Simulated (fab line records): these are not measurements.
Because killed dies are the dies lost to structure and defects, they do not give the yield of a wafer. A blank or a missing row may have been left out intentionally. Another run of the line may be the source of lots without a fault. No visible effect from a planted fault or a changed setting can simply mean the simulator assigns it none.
fab line records	flow nand_harc
[record] lots = 6	wafers = 18	last_day = 30
route steps=1302 shown P_M2@328 P_BONDPAD@351 END@1302
lots that met no fault: from a run of the same line without faults
start_h: hours from the record's first day to the start of the lot's first wafer shown	wait_h: time in hours since the lot's previous step	" identical to the entry in the row above	L1.1+2: a row that stands for several wafers	- no value present, or no start provided	* or withheld: withheld	< > ~ a bound
route shown NAME@n: NAME is a module with steps in the file, n the number in the route of the first one	usual: mean/standard deviation of fault-free wafers	same: alike in all rows	chamber/n: place in a boat	sites: each site's reading	_std_site: standard deviation across them	_edge_site: mean of outer sites minus mean of inner sites	radius_mm: for every site, how far away it sits from the centre of the wafer	mask NAME#n: copy n	behind: the tool/chamber that last shaped the wafer	hold: what put the lot on hold/how long, in hours/how the hold closed	device: names the non-switching transistor (n, p or np)	end of line: tests run on the same wafers once the route is complete	for a step that has no rows: nothing shown but its recipe	killed: dies lost to structure and defects at the first sort, not the wafer's yield	map: a wafer's dies, x killed, . not, _ none there
set.NAME: setting as actually run; set.NAME@STEP: the setting as run at that earlier step	model.NAME: the simulator's own value behind a step, which no gauge read
a table for each step, a row for each wafer; lots at some steps of the route
services: a tool's chamber out of use, with start hour (start_h, from the record's first day; less than 0 if before it), hours out, and reason
[[steps]]
[step NHARC_P_M2_CD_MEAS_09]
[recipe] target_cd_nm = 170	landing_energy_ev = 500
[usual] cd_nm = 170.2/0.44
lot.wafer	tool	chamber	start_h	wait_h	cd_nm
L832.1	cd_sem-02	0	143.85	-	170.7
L832.5	"	0	"	"	171.1
L832.6	"	0	"	"	171.2
L837.2	cd_sem-01	0	187.35	-	170.5
L837.3	"	0	"	"	170.3
L837.5	"	0	"	"	169.9
L840.2	cd_sem-01	0	206.14	-	169.5
L840.3	"	0	"	"	170.4
L840.4	"	0	"	"	170.5
L842.1	cd_sem-02	0	233.71	-	170.5
L842.2	"	0	"	"	170.1
L842.5	"	0	"	"	170.7
L845.1	cd_sem-03	0	273.03	-	170.3
L845.3	"	0	"	"	171.0
L845.4	"	0	"	"	170.4
L848.4	cd_sem-01	0	293.40	-	169.8
L848.5	"	0	"	"	169.5
L848.6	"	0	"	"	169.7
[step NHARC_P_M2_OVL_MEAS_10]
[recipe] pitch_nm = 340
[usual] overlay_x_nm = 0.0/0.9	overlay_y_nm = 0.1/0.64
lot.wafer	tool	chamber	start_h	wait_h	overlay_x_nm	overlay_y_nm
L832.1	overlay-01	-	143.94	-	0.3	0.8
L832.5	"	-	"	"	0.8	0.2
L832.6	"	-	"	"	0.7	0.4
L837.2	overlay-02	-	187.45	-	-0.3	-1.2
L837.3	"	-	"	"	-0.5	-0.6
L837.5	"	-	"	"	-0.6	-0.5
L840.2	overlay-02	-	206.23	-	0.3	0.4
L840.3	"	-	"	"	0.2	1.1
L840.4	"	-	"	"	0.2	0.4
L842.1	overlay-02	-	233.80	-	-0.4	0.6
L842.2	"	-	"	"	-0.5	0.2
L842.5	"	-	"	"	-0.5	0.6
L845.1	overlay-02	-	273.12	-	0.2	0.0
L845.3	"	-	"	"	0.0	0.0
L845.4	"	-	"	"	0.6	0.8
L848.4	overlay-01	-	293.48	-	-0.6	0.3
L848.5	"	-	"	"	-0.1	0.8
L848.6	"	-	"	"	-1.0	0.2
[step NHARC_P_M2_INSPECT_11]
[usual] raw_defect_count = 4.6/2.8
lot.wafer	tool	chamber	start_h	wait_h	raw_defect_count
L832.1	defect_inspect-02	-	143.97	0.0	1
L832.5	"	-	"	"	5
L832.6	"	-	"	"	3
L837.2	defect_inspect-02	-	187.49	0.0	5
L837.3	"	-	"	"	3
L837.5	"	-	"	"	6
L840.2	defect_inspect-02	-	206.27	0.0	3
L840.3	"	-	"	"	4
L840.4	"	-	"	"	0
L842.1	defect_inspect-02	-	233.84	0.0	6
L842.2	"	-	"	"	2
L842.5	"	-	"	"	5
L845.1	defect_inspect-02	-	273.16	0.0	3
L845.3	"	-	"	"	6
L845.4	"	-	"	"	4
L848.4	defect_inspect-02	-	293.52	0.0	12
L848.5	"	-	"	"	10
L848.6	"	-	"	"	13
[step NHARC_P_M2_DESCUM_14]
[recipe] time_s = 3	o2_flow_sccm = 200	ar_flow_sccm = 0	bias_power_w = 0	chemistry = O2
[step NHARC_P_M2_ETCH_35]
[recipe] target_depth_a = 400	overetch_a = 120	time_s = 43.94	ion_energy_ev = 200	n2_flow_sccm = 150	h2_flow_sccm = 150	ar_flow_sccm = 0	rf_w = 400	bias_w = 150	chemistry = N2/H2
[step NHARC_P_M2_ETCH_15]
[recipe] target_depth_a = 1825	time_s = 91.2	c4f8_flow_sccm = withheld	ar_flow_sccm = 400	rf_w = 600	bias_w = 300	chemistry = C4F8/Ar
[usual] oes_product_au = 0.946/0.025	rf_vpp_V = 440.6/3
[same] time_s = 91.2
lot.wafer	tool	chamber	start_h	wait_h	oes_product_au	rf_hours_counter_h	rf_vpp_V
L832.1	rie_diel-08	3	-	-	0.924	8.0	441.1
L832.6	"	3	"	"	0.926	-	441.3
L832.5	"	0	"	"	0.922	-	443.9
L837.3	rie_diel-11	0	-	-	0.918	4.8	440.1
L837.2	"	1	"	"	0.933	4.8	445.6
L837.5	"	1	"	"	0.931	-	445.6
L840.3	rie_diel-11	2	-	-	0.924	6.6	436.0
L840.2	"	3	"	"	0.936	6.9	439.3
L840.4	"	1	"	"	0.925	5.7	444.9
L842.1	rie_diel-11	3	-	-	0.952	8.0	439.8
L842.2	"	0	"	"	0.958	7.4	439.1
L842.5	"	3	"	"	0.968	-	438.0
L845.3	rie_diel-04	3	-	-	0.916	4.1	444.2
L845.1	"	1	"	"	0.923	3.3	439.3
L845.4	"	2	"	"	0.920	3.3	444.7
L848.4	rie_diel-04	2	-	-	0.924	5.4	442.9
L848.6	"	3	"	"	0.921	-	442.8
L848.5	"	0	"	"	0.935	-	438.2
[step NHARC_P_M2_CD_MEAS_16]
[usual] cd_nm = 170.2/0.55
lot.wafer	tool	chamber	start_h	wait_h	cd_nm
L832.1	cd_sem-02	-	144.34	-	170.0
L832.5	"	-	"	"	171.0
L832.6	"	-	"	"	171.2
L837.2	cd_sem-02	-	187.86	-	170.4
L837.3	"	-	"	"	170.8
L837.5	"	-	"	"	171.1
L840.2	cd_sem-02	-	206.63	-	169.7
L840.3	"	-	"	"	170.8
L840.4	"	-	"	"	170.8
L842.1	cd_sem-03	-	234.20	-	170.6
L842.2	"	-	"	"	169.6
L842.5	"	-	"	"	170.7
L845.1	cd_sem-02	-	273.52	-	170.2
L845.3	"	-	"	"	171.0
L845.4	"	-	"	"	170.0
L848.4	cd_sem-01	-	293.89	-	169.6
L848.5	"	-	"	"	169.1
L848.6	"	-	"	"	170.2
[step NHARC_P_M2_STRIP_18]
[recipe] power_w = 1000	n2_flow_sccm = 150	h2_flow_sccm = 150	ar_flow_sccm = 0	bias_w = 0	chemistry = N2/H2
[usual] drypump_motor_current_A = 5.6/0.34	n2_flow_sccm = 149.9/0.42	oes_product_au = 0.998/0.008	rf_vpp_V = 90.6/0.92	showerhead_plenum_p_Torr = 2.04/0.09	throttle_valve_pct = 14.171/0.0085
lot.wafer	tool	chamber	start_h	wait_h	drypump_motor_current_A	n2_flow_sccm	oes_product_au	rf_hours_counter_h	rf_vpp_V	showerhead_plenum_p_Torr	throttle_valve_pct
L832.1	rie_diel-11	3	144.49	0.2	5.1	149.9	1.010	2.5	92.1	1.99	14.168
L832.6	"	0	"	"	5.3	149.8	0.993	-	90.7	1.99	14.173
L832.5	"	1	"	"	5.9	149.9	1.007	-	92.9	2.21	14.164
L837.2	rie_diel-04	1	187.93	0.1	6.2	150.0	1.000	0.0	90.9	2.01	14.157
L837.3	"	0	"	"	5.9	150.5	1.005	0.0	88.9	1.94	14.170
L837.5	"	2	"	"	5.6	149.2	1.007	-	90.6	2.11	14.161
L840.3	rie_diel-11	3	206.70	0.1	5.1	149.6	1.011	6.9	90.7	1.99	14.175
L840.4	"	1	"	"	5.9	150.5	1.008	5.7	90.8	2.21	14.157
L840.2	"	2	"	"	5.7	149.7	1.004	6.6	89.2	1.94	14.165
L842.2	rie_diel-08	3	234.28	0.1	6.1	150.0	1.000	2.9	91.2	2.06	14.181
L842.1	"	0	"	"	5.8	149.5	1.006	3.0	90.1	2.17	14.179
L842.5	"	0	"	"	5.9	149.6	1.004	-	91.0	2.18	14.174
L845.1	rie_diel-04	0	273.60	0.1	5.9	149.7	0.984	4.1	89.4	1.94	14.173
L845.4	"	1	"	"	6.2	149.9	0.978	3.3	90.1	2.01	14.157
L845.3	"	2	"	"	5.6	150.3	0.988	3.4	90.8	2.11	14.169
L848.4	rie_diel-08	1	293.96	0.1	5.5	149.6	0.990	5.7	89.9	1.97	14.170
L848.6	"	1	"	"	5.5	149.6	0.991	-	90.1	1.97	14.155
L848.5	"	2	"	"	5.5	149.8	0.991	-	90.2	1.94	14.158
[step NHARC_P_M2_ETCH_28]
[recipe] target_depth_a = 300	over_etch_frac = 0.3	time_s = 72.99	ion_energy_ev = 150	cf4_flow_sccm = 50	n2_flow_sccm = 100	ar_flow_sccm = 150	rf_w = 300	bias_w = 100	chemistry = CF4/N2
[step NHARC_P_M2_STRIP_19]
[recipe] time_s = 600	temp_c = 30	chemistry = post_etch_residue_remover
[step NHARC_P_M2_DEGAS_29]
[recipe] temp_c = 250	time_s = 60
[step NHARC_P_M2_PRE_CLEAN_30]
[recipe] time_s = 30	temp_c = 280	gas = H2/He
[step NHARC_P_M2_PVD_20]
[recipe] target_thk_a = 50	bias_v = 168.6	power_w = 15000	chamber_pressure_pa = 0.12	time_s = 8.06	substrate_temp_c = 50	material = TaN
[usual] throttle_valve_pct = 30.2/1
[same] time_s = 8.06
lot.wafer	tool	chamber	start_h	wait_h	throttle_valve_pct
L832.1	pvd_sputter-03	-	145.19	-	29.4
L832.5	"	-	"	"	30.5
L832.6	"	-	"	"	29.1
L837.3	pvd_sputter-03	-	188.70	-	30.8
L837.2	"	-	"	"	29.5
L837.5	"	-	"	"	30.9
L840.2	pvd_sputter-02	-	207.50	-	28.5
L840.4	"	-	"	"	31.0
L840.3	"	-	"	"	29.8
L842.1	pvd_sputter-02	-	235.05	-	28.7
L842.2	"	-	"	"	29.6
L842.5	"	-	"	"	28.5
L845.1	pvd_sputter-02	-	274.35	-	29.8
L845.4	"	-	"	"	29.0
L845.3	"	-	"	"	28.5
L848.4	pvd_sputter-02	-	294.79	-	29.8
L848.6	"	-	"	"	29.1
L848.5	"	-	"	"	32.0
[step NHARC_P_M2_PVD_21]
[recipe] target_thk_a = 300	chamber_pressure_pa = 5	power_w = 5000	substrate_temp_c = 30	time_s = 20.49	material = Cu
[step NHARC_P_M2_ECD_22]
[recipe] target_thk_a = 4000	bath_temp_c = 25	material = Cu
[step NHARC_P_M2_ANNEAL_31]
[recipe] temp_c = 225	time_s = 90
[usual] anneal_temp_c = 225.01/0.15	wafer_temp_C_max = 226.2/0.41
[same] time_s = 90
lot.wafer	tool	chamber	start_h	wait_h	anneal_temp_c	wafer_temp_C_max
L832.1	rtp_anneal-02	0	145.80	-	225.13	226.2
L832.5	"	0	"	"	225.05	226.6
L832.6	"	0	"	"	225.27	226.1
L837.2	rtp_anneal-01	0	189.37	0.4	225.12	226.2
L837.3	"	0	"	"	224.94	226.0
L837.5	"	0	"	"	224.96	226.1
L840.2	rtp_anneal-02	0	208.17	-	224.88	226.8
L840.3	"	0	"	"	224.89	226.6
L840.4	"	0	"	"	225.02	226.5
L842.1	rtp_anneal-02	0	235.65	-	224.94	226.0
L842.2	"	0	"	"	225.07	226.5
L842.5	"	0	"	"	224.89	226.1
L845.1	rtp_anneal-01	0	274.98	0.3	225.29	225.8
L845.3	"	0	"	"	224.76	225.6
L845.4	"	0	"	"	224.96	225.9
L848.4	rtp_anneal-02	0	295.53	0.3	224.99	226.5
L848.5	"	0	"	"	225.00	226.1
L848.6	"	0	"	"	224.95	226.7
[step NHARC_P_M2_CMP_23]
[recipe] t_overpolish_s = 20	target_thk_nm = 144.3
[step NHARC_P_M2_THK_MEAS_24]
[recipe] thk_meas_gauge = xrf
[usual] thk_nm = 144.5/1.3
lot.wafer	tool	chamber	start_h	wait_h	thk_nm
L832.1	film_metro-02	-	146.46	-	145.2
L832.5	"	-	"	"	144.1
L832.6	"	-	"	"	143.2
L837.2	film_metro-02	-	189.98	-	143.7
L837.3	"	-	"	"	145.7
L837.5	"	-	"	"	144.8
L840.2	film_metro-02	-	208.78	-	143.9
L840.3	"	-	"	"	144.4
L840.4	"	-	"	"	143.0
L842.1	film_metro-01	-	236.31	-	144.1
L842.2	"	-	"	"	145.9
L842.5	"	-	"	"	144.6
L845.1	film_metro-02	-	275.63	-	143.2
L845.3	"	-	"	"	143.7
L845.4	"	-	"	"	143.1
L848.4	film_metro-02	-	296.05	-	146.7
L848.5	"	-	"	"	147.8
L848.6	"	-	"	"	145.6
[step NHARC_P_M2_SRD_25]
[step NHARC_P_M2_PRE_CLEAN_32]
[recipe] time_s = 12	temp_c = 370	rf_power_w = 300	gas = NH3
[step NHARC_P_M2_DEP_33]
[recipe] target_thk_a = 300	temp_c = 370	target_thk_nm = 30	pressure_torr = 3	flow_sccm = 200	rf_w = 450	material = SiCN
[usual] chamber_pressure_Torr = 3.001/0.0066	heater_power_outer_w = 296/56	heater_power_w = 543/88
lot.wafer	tool	chamber	start_h	wait_h	chamber_pressure_Torr	heater_power_outer_w	heater_power_w
L832.1	pecvd-02	1	146.76	0.1	3.003	253	484
L832.5	"	2	"	"	3.000	202	348
L832.6	"	0	"	"	2.992	306	594
L837.2	pecvd-04	0	190.28	0.1	3.002	321	603
L837.3	"	1	"	"	3.008	265	481
L837.5	"	0	"	"	3.002	320	604
L840.3	pecvd-02	0	209.15	0.1	2.996	289	544
L840.2	"	1	"	"	2.998	277	497
L840.4	"	1	"	"	3.002	270	517
L842.1	pecvd-03	2	236.64	0.1	3.001	290	536
L842.2	"	0	"	"	3.003	317	540
L842.5	"	0	"	"	3.004	313	538
L845.3	pecvd-02	1	276.01	0.1	3.013	231	460
L845.1	"	2	"	"	2.996	224	408
L845.4	"	0	"	"	2.984	284	568
L848.6	pecvd-04	2	296.48	0.2	3.002	237	467
L848.4	"	0	"	"	2.994	316	606
L848.5	"	1	"	"	2.994	311	540
[step NHARC_P_BONDPAD_DEP_00]
[recipe] target_thk_a = 2500	temp_c = 370	target_thk_nm = 250	pressure_torr = 3	flow_sccm = 200	rf_w = 450	material = SiCN
[step NHARC_P_BONDPAD_CMP_32]
[recipe] target_thk_nm = 200	material = SiCN
[step NHARC_P_BONDPAD_THK_MEAS_33]
[recipe] thk_meas_gauge = ellipsometry
[usual] thk_nm = 199.9/1.3
lot.wafer	tool	chamber	start_h	wait_h	thk_nm
L832.1	film_metro-01	-	147.81	0.1	200.4
L832.5	"	-	"	"	198.3
L832.6	"	-	"	"	198.0
L837.2	film_metro-02	-	191.34	0.2	197.9
L837.3	"	-	"	"	198.6
L837.5	"	-	"	"	197.2
L840.2	film_metro-01	-	210.28	0.2	200.8
L840.3	"	-	"	"	199.6
L840.4	"	-	"	"	199.6
L842.1	film_metro-02	-	237.70	0.2	200.4
L842.2	"	-	"	"	199.6
L842.5	"	-	"	"	200.4
L845.1	film_metro-01	-	277.23	0.2	200.2
L845.3	"	-	"	"	198.3
L845.4	"	-	"	"	198.5
L848.4	film_metro-01	-	297.42	0.2	198.6
L848.5	"	-	"	"	197.2
L848.6	"	-	"	"	198.6
[step NHARC_P_BONDPAD_SRD_34]
[step NHARC_P_BONDPAD_DEHYDRATE_01]
[recipe] temp_c = 150	time_s = 120
[step NHARC_P_BONDPAD_HMDS_02]
[recipe] time_s = 30
[step NHARC_P_BONDPAD_COAT_36]
[recipe] temp_c = 200	time_s = 65
[step NHARC_P_BONDPAD_COAT_03]
[recipe] spin_rpm = 2000	resist_thk_nm = 600
[step NHARC_P_BONDPAD_SOFTBAKE_04]
[recipe] temp_c = 125	time_s = 70
[step NHARC_P_BONDPAD_EBR_05]
[step NHARC_P_BONDPAD_EXPOSE_06]
[recipe] na = 0.55	dose_mj = 37.06	mask_id = P_BPAD
[step NHARC_P_BONDPAD_PEB_07]
[recipe] peb_temp_c = 128	peb_time_s = 80
[step NHARC_P_BONDPAD_DEVELOP_08]
[recipe] time_s = 50	dev_temp_c = 22
[step NHARC_P_BONDPAD_CD_MEAS_09]
[recipe] target_cd_nm = 500	landing_energy_ev = 500
[usual] cd_nm = 499.9/1.5
lot.wafer	tool	chamber	start_h	wait_h	cd_nm
L832.1	cd_sem-02	0	148.25	-	498.7
L832.5	"	0	"	"	499.9
L832.6	"	0	"	"	501.7
L837.2	cd_sem-02	0	191.91	-	502.8
L837.3	"	0	"	"	503.0
L837.5	"	0	"	"	502.9
L840.2	cd_sem-02	0	210.89	-	500.5
L840.3	"	0	"	"	499.2
L840.4	"	0	"	"	499.9
L842.1	cd_sem-02	0	238.14	-	498.5
L842.2	"	0	"	"	497.9
L842.5	"	0	"	"	498.3
L845.1	cd_sem-01	0	277.70	-	500.9
L845.3	"	0	"	"	500.3
L845.4	"	0	"	"	500.8
L848.4	cd_sem-01	0	297.99	-	497.5
L848.5	"	0	"	"	497.8
L848.6	"	0	"	"	499.4
[step NHARC_P_BONDPAD_OVL_MEAS_38]
[usual] overlay_x_nm = 0/6.5	overlay_y_nm = 0/6.3
lot.wafer	tool	chamber	start_h	wait_h	overlay_x_nm	overlay_y_nm
L832.1	overlay-02	-	148.34	-	7	-7
L832.5	"	-	"	"	7	-7
L832.6	"	-	"	"	8	-6
L837.2	overlay-02	-	192.00	-	-7	3
L837.3	"	-	"	"	-7	3
L837.5	"	-	"	"	-7	3
L840.2	overlay-01	-	210.98	-	6	1
L840.3	"	-	"	"	6	2
L840.4	"	-	"	"	6	2
L842.1	overlay-02	-	238.23	-	-1	-5
L842.2	"	-	"	"	-1	-5
L842.5	"	-	"	"	-1	-5
L845.1	overlay-02	-	277.79	-	2	12
L845.3	"	-	"	"	1	12
L845.4	"	-	"	"	1	12
L848.4	overlay-02	-	298.07	-	13	2
L848.5	"	-	"	"	12	1
L848.6	"	-	"	"	13	2
[step NHARC_P_BONDPAD_HARDBAKE_10]
[recipe] temp_c = 118	time_s = 65
[step NHARC_P_BONDPAD_DESCUM_11]
[recipe] time_s = 3	o2_flow_sccm = 200	ar_flow_sccm = 0	bias_power_w = 0	chemistry = O2
[step NHARC_P_BONDPAD_ETCH_37]
[recipe] target_depth_a = 600	overetch_a = 180	time_s = 65.91	ion_energy_ev = 200	n2_flow_sccm = 150	h2_flow_sccm = 150	ar_flow_sccm = 0	rf_w = 400	bias_w = 150	chemistry = N2/H2
[usual] drypump_motor_current_A = 5.8/0.6	n2_flow_sccm = 150.0/0.44	oes_product_au = 1.002/0.0069	rf_vpp_V = 430.9/2.7	showerhead_plenum_p_Torr = 2.05/0.096	throttle_valve_pct = 14.172/0.0093
[same] time_s = 65.91
lot.wafer	tool	chamber	start_h	wait_h	drypump_motor_current_A	n2_flow_sccm	oes_product_au	rf_hours_counter_h	rf_vpp_V	showerhead_plenum_p_Torr	throttle_valve_pct
L832.1	rie_diel-10	2	148.55	0.1	5.3	149.9	0.995	2.5	427.1	1.93	14.166
L832.5	"	2	"	"	5.3	150.1	0.997	-	428.2	1.93	14.170
L832.6	"	3	"	"	4.7	149.6	0.995	-	425.8	1.93	14.172
L837.3	rie_diel-10	1	192.21	0.1	5.9	150.2	0.988	6.9	432.0	2.01	14.167
L837.2	"	3	"	"	4.7	150.1	1.003	7.2	428.1	1.93	14.177
L837.5	"	1	"	"	5.9	150.4	0.991	-	430.9	2.01	14.169
L840.3	rie_diel-09	3	211.19	0.1	6.0	149.5	0.994	1.9	431.0	2.03	14.189
L840.4	"	1	"	"	6.4	149.4	0.986	1.9	435.1	2.17	14.180
L840.2	"	2	"	"	6.2	149.6	0.997	1.7	434.7	2.21	14.169
L842.1	rie_diel-09	3	238.46	0.1	6.1	150.6	1.014	3.4	430.8	2.02	14.163
L842.2	"	1	"	"	6.4	150.0	0.993	3.4	436.4	2.17	14.180
L842.5	"	1	"	"	6.4	150.4	0.995	-	433.9	2.17	14.160
L845.1	rie_diel-09	0	278.00	0.1	6.5	149.7	1.003	2.3	430.0	2.05	14.170
L845.3	"	2	"	"	6.3	149.4	0.997	4.4	436.8	2.21	14.163
L845.4	"	3	"	"	6.0	149.3	1.020	4.6	430.4	2.03	14.178
L848.4	rie_diel-10	3	298.28	0.1	4.7	150.6	0.996	1.4	427.7	1.93	14.185
L848.5	"	3	"	"	4.7	150.4	1.001	-	426.5	1.93	14.155
L848.6	"	0	"	"	6.2	150.0	1.010	-	433.0	2.15	14.186
[step NHARC_P_BONDPAD_ETCH_12]
[recipe] target_depth_a = 2000	time_s = 100	chf3_flow_sccm = 50	o2_flow_sccm = 10	ar_flow_sccm = 200	rf_w = 500	bias_w = 200	chemistry = CHF3/O2
[step NHARC_END_SORT_01]
[recipe] temp_c = 25
[usual] defect_limited_yield = 91/3.1	killed_at_array = 56/21	killed_at_other = 1.2/1.6	killed_at_periphery = 3.7/2.5	killed_dies = 61/21	killed_open = 3.1/1.8	killed_short = 2.8/1.7
[same] gross_dies = 677
lot.wafer	tool	chamber	start_h	wait_h	defect_limited_yield[%]	killed_at_array	killed_at_other	killed_at_periphery	killed_dies	killed_open	killed_short
L837.2	prober-01	0	621.08	2.8	92	47	1	3	51	2	0
L837.3	prober-01	0	621.89	3.1	89	72	0	4	76	3	2
L837.5	prober-01	0	623.51	3.7	87	81	0	7	88	4	5
L842.1	prober-01	0	660.44	2.5	95	28	4	3	35	3	4
L842.2	prober-01	0	661.25	2.8	94	34	4	3	41	2	2
L842.5	prober-01	0	663.67	3.7	95	28	2	4	34	3	3
L845.1	prober-02	0	690.40	2.5	82	23	1	99	123	1	4
L845.3	prober-02	0	691.96	3.1	84	17	0	88	105	2	4
L845.4	prober-02	0	692.75	3.4	84	17	0	92	109	2	5
L848.4	prober-02	0	713.81	3.4	80	30	0	103	133	4	3
L848.5	prober-02	0	714.62	3.7	87	39	1	50	90	2	4
L848.6	prober-02	0	715.42	4.0	82	20	0	99	119	4	4
// killed by level:class
L837.2 A_CHANNEL_HOLE_D1:chamber_film_flake=21 A_SLIT:chamber_film_flake=15 A_CHANNEL_HOLE_D2:chamber_film_flake=6 P_M2:chamber_film_flake=2 A_CHANNEL_FILL_D1:geometric_particle:open=1 A_BLC:geometric_particle:open=1 P_STI:chamber_film_flake=1 A_DECK1_JOINT:chamber_film_flake=1
L837.3 A_CHANNEL_HOLE_D1:chamber_film_flake=35 A_SLIT:chamber_film_flake=23 A_CHANNEL_HOLE_D2:chamber_film_flake=9 P_GATE:geometric_particle:open=1 P_M1:geometric_particle:open=1 P_M1:geometric_particle:short=1 A_ONON_D1:geometric_particle:short=1 A_DECK1_JOINT:geometric_particle:open=1
L837.5 A_CHANNEL_HOLE_D1:chamber_film_flake=31 A_SLIT:chamber_film_flake=29 A_CHANNEL_HOLE_D2:chamber_film_flake=7 P_ZERO_WELL:chamber_film_flake=3 A_M0:geometric_particle:open=2 P_M2:chamber_film_flake=2 A_DECK1_JOINT:chamber_film_flake=2 A_STAIRCASE:chamber_film_flake=2
L842.1 A_CHANNEL_HOLE_D2:chamber_film_flake=15 A_CHANNEL_HOLE_D1:chamber_film_flake=5 THIN_TSV:chamber_film_flake=4 A_STAIRCASE:chamber_film_flake=2 P_GATE:geometric_particle:open=1 P_CONTACT:geometric_particle:short=1 A_CHANNEL_FILL_D1:geometric_particle:short=1 A_DECK1_JOINT:geometric_particle:short=1
L842.2 A_CHANNEL_HOLE_D2:chamber_film_flake=18 A_CHANNEL_HOLE_D1:chamber_film_flake=7 THIN_TSV:chamber_film_flake=4 A_SLIT:chamber_film_flake=3 P_GATE:chamber_film_flake=2 P_CONTACT:geometric_particle:open=1 A_DECK1_JOINT:geometric_particle:short=1 A_CHANNEL_FILL_D2:geometric_particle:open=1
L842.5 A_CHANNEL_HOLE_D2:chamber_film_flake=18 P_GATE:chamber_film_flake=3 A_CHANNEL_HOLE_D1:chamber_film_flake=3 A_DECK1_JOINT:geometric_particle:short=2 THIN_TSV:chamber_film_flake=2 P_STI:geometric_particle:open=1 A_WL_FILL:geometric_particle:short=1 A_BLC:geometric_particle:open=1
L845.1 P_M2:unspecified=98 A_CHANNEL_HOLE_D1:chamber_film_flake=10 A_SLIT:chamber_film_flake=5 A_WL_FILL:chamber_film_flake=3 P_CONTACT:geometric_particle:short=1 A_CHANNEL_FILL_D1:geometric_particle:short=1 A_CHANNEL_FILL_D2:geometric_particle:open=1 A_SLIT:geometric_particle:short=1
L845.3 P_M2:unspecified=87 A_CHANNEL_HOLE_D1:chamber_film_flake=7 A_SLIT:chamber_film_flake=3 A_ONON_D2:geometric_particle:open=2 P_STI:geometric_particle:short=1 A_CHANNEL_FILL_D1:geometric_particle:short=1 A_DECK1_JOINT:geometric_particle:short=1 A_ONON_D2:geometric_particle:short=1
L845.4 P_M2:unspecified=92 A_CONTACT:chamber_film_flake=3 A_M0:geometric_particle:short=2 A_CHANNEL_HOLE_D1:chamber_film_flake=2 A_SLIT:chamber_film_flake=2 A_WL_FILL:chamber_film_flake=2 A_CHANNEL_FILL_D1:geometric_particle:short=1 A_CHANNEL_FILL_D1:geometric_particle:open=1
L848.4 P_M2:unspecified=99 A_CONTACT:chamber_film_flake=10 A_SLIT:chamber_film_flake=5 A_CHANNEL_HOLE_D1:chamber_film_flake=4 P_CONTACT:chamber_film_flake=3 A_STAIRCASE:chamber_film_flake=2 A_DECK1_JOINT:geometric_particle:open=1 A_CHANNEL_HOLE_D2:geometric_particle:open=1
L848.5 P_M2:unspecified=43 A_CHANNEL_HOLE_D1:chamber_film_flake=11 A_CONTACT:chamber_film_flake=9 A_SLIT:chamber_film_flake=7 P_CONTACT:chamber_film_flake=6 A_CHANNEL_FILL_D2:geometric_particle:short=2 A_STAIRCASE:chamber_film_flake=2 A_M1:chamber_film_flake=2
L848.6 P_M2:unspecified=91 A_CHANNEL_HOLE_D1:chamber_film_flake=7 P_CONTACT:chamber_film_flake=7 A_CONTACT:chamber_film_flake=5 A_CHANNEL_FILL_D2:geometric_particle:short=2 P_GATE:geometric_particle:open=1 A_SOURCE_PLATE:geometric_particle:short=1 A_ONON_D1:geometric_particle:short=1
// map L845.1 (x killed, . not)
____________.____________
_________..x...._________
_______..........._______
______.........x...______
_____..............._____
____.................____
____.................____
___..............x....___
___..........x........___
__.......x...x.x.......__
__...xx..x.............__
_.....xxx.xx..........x._
_....xxxxxx..x.........._
_...xxxxxxxx............_
_...xxxxxxx............._
_..xxxxxxxxxx..........._
...xxxxxxxxx.............
..xxxxxxxxxxx............
....xxxxxxx.x.x..........
.....xxxxxxx.............
...xxxxxxxxx..x...x......
_....xxxxxx............._
_....xxxxx.............._
_...xxx.......x........._
_....x....x............._
_..............x........_
__.....................__
__....x................__
___...................___
___...xxx.............___
____.xx..............____
____.................____
_____.x..x...x......_____
______.x...........______
_______..........._______
_________......._________
____________.____________
// map L848.4 (x killed, . not)
____________.____________
_________...x..._________
_______..........._______
______.............______
_____..............._____
____.................____
____............x....____
___............x...x..___
___..............x....___
__............x........__
__............x........__
_...x..................._
_x......................_
_......................._
_......................._
_...........xx.........._
.........................
....................x....
........x.........xxx....
.........................
....x.......x......x.....
_.....x..x.x............_
_.....xxxxx.x...x..xx..._
_.....xxxxxxx..........._
_.....xxxxxxxx..x..x...._
_....xxxxxxxxx.........._
__....xxxxxxxx.........__
__..xxxxxxxxx..........__
___...xxxxxxxxx.......___
___.xxxxxxxxxxxx......___
____xxxxxxxxxxx......____
____.xxxxxxxx.x......____
_____.xxxxxxx......._____
______.xxxx.x......______
_______x..x.x.x..._______
_________..x...._________
____________x____________
[[services]]
tool	chamber	start_h	hours	kind
rie_diel-10	2	131.49	5.3	repair
rie_diel-09	-	143.10	9.0	pm
pvd_sputter-02	-	145.49	0.6	repair
rie_diel-08	0	147.02	23.0	repair
rie_diel-04	-	164.10	0.3	repair
rie_diel-10	1	167.67	4.5	repair
rie_diel-10	1	174.66	4.0	repair
rie_diel-08	3	175.05	12.2	repair
rie_diel-04	-	177.90	9.0	pm
rie_diel-08	2	180.09	9.1	repair
rie_diel-08	-	191.47	9.0	pm
rie_diel-04	0	206.37	1.6	repair
rie_diel-09	0	217.26	57.8	repair
rie_diel-04	3	218.29	5.2	repair
pecvd-02	-	227.71	13.0	pm
rie_diel-04	-	231.93	2.4	repair
pvd_sputter-02	-	236.49	4.4	repair
rie_diel-10	-	242.50	9.0	pm
rie_diel-11	0	254.83	8.0	repair
rie_diel-11	-	255.50	9.0	pm
rie_diel-11	0	265.06	3.6	repair
rie_diel-11	-	278.75	0.5	repair
pvd_sputter-02	-	282.00	10.0	pm
pvd_sputter-02	-	296.03	3.5	repair
[[key]]
[first_sign] step = NHARC_END_SORT_01	reading = killed_at_periphery	direction = up	sigmas = 34	usual = 3.7	struck = 88.5
[effect] step = NHARC_END_SORT_01	reading = killed_dies	direction = up	sigmas = 2.5	usual = 61	struck = 113
[more_kills_born_at] NHARC_P_M2_PVD_20@pvd_sputter-02 = 510
met_at NHARC_P_M2_PVD_20
struck_wafers L845.1,L845.3,L845.4,L848.4,L848.5,L848.6
onset_between 235.05 274.35
also_fits time
[fault] kind = chamber_particle_source	tool = pvd_sputter-02	chamber = -	onset_h = 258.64	steps = NHARC_P_M2_PVD_20	rate_per_visit_cm2 = 1.1717	end_h = 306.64
